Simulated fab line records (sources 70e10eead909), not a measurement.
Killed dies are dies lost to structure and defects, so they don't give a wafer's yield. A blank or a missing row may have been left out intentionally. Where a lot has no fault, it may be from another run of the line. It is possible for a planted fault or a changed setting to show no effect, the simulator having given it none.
Matching of chambers | flow nand-harc | NHARC_A_M1_PRE_CLEAN_32 on pecvd-01: 3 sister chambers
The step time 12 s. 24 wafers are shown with their chamber, then 12 later ones without.

WAFERS PAIRED WITH THEIR CHAMBERS
wafer  | chamber | heater-power-w (W)
L075.1 | 2       | 530
L075.2 | 1       | 654
L075.4 | 2       | 536
L076.2 | 1       | 599
L076.4 | 0       | 676
L076.5 | 2       | 603
L080.3 | 1       | 619
L080.5 | 1       | 616
L080.6 | 2       | 608
L081.4 | 0       | 720
L081.5 | 1       | 671
L081.6 | 2       | 620
L082.2 | 1       | 679
L082.4 | 2       | 620
L082.5 | 1       | 677
L085.3 | 1       | 567
L085.4 | 2       | 547
L085.6 | 0       | 693
L084.1 | 2       | 541
L084.2 | 0       | 724
L084.4 | 0       | 713
L087.2 | 0       | 704
L087.3 | 1       | 689
L087.6 | 0       | 700

SIGNATURES, as means of the wafers listed above
reading        | chamber 0 | chamber 1 | chamber 2 | scatter within a chamber
heater-power-w | 704.29    | 641.22    | 575.62    | 36.2
Rule: a wafer's distance from a chamber is the root of the sum, over the readings, of the square of ((its reading less the chamber's mean) divided by the reading's scatter). The wafer belongs to the nearest chamber; if the next one is less than 2 further off, it can't be placed. The scatter is the square root of a quotient: the sum, over the shown wafers, of each reading's squared deviation from its chamber's mean, divided by wafers minus chambers.

WAFERS WITHOUT THEIR CHAMBER
wafer  | heater-power-w (W)
L086.1 | 715
L086.2 | 631
L086.6 | 631
L091.2 | 689
L091.4 | 713
L091.6 | 688
L094.2 | 703
L094.5 | 696
L094.6 | 623
L097.3 | 710
L097.5 | 624
L097.6 | 723

WHICH CHAMBER EACH ONE RAN IN
wafer  | from the rows above          | in truth
L086.1 | can't be placed: 0 or 1      | 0
L086.2 | can't be placed: 1 or 2 or 0 | 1
L086.6 | can't be placed: 1 or 2 or 0 | 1
L091.2 | can't be placed: 0 or 1      | 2
L091.4 | can't be placed: 0 or 1      | 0
L091.6 | can't be placed: 0 or 1      | 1
L094.2 | can't be placed: 0 or 1      | 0
L094.5 | can't be placed: 0 or 1      | 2
L094.6 | can't be placed: 1 or 2 or 0 | 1
L097.3 | can't be placed: 0 or 1      | 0
L097.5 | can't be placed: 1 or 2 or 0 | 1
L097.6 | can't be placed: 0 or 1      | 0
Correct placement for 0 of the 12. From these rows, 12 cannot be placed; in 10 the true chamber is one of the candidates. Placed wrongly: 0.
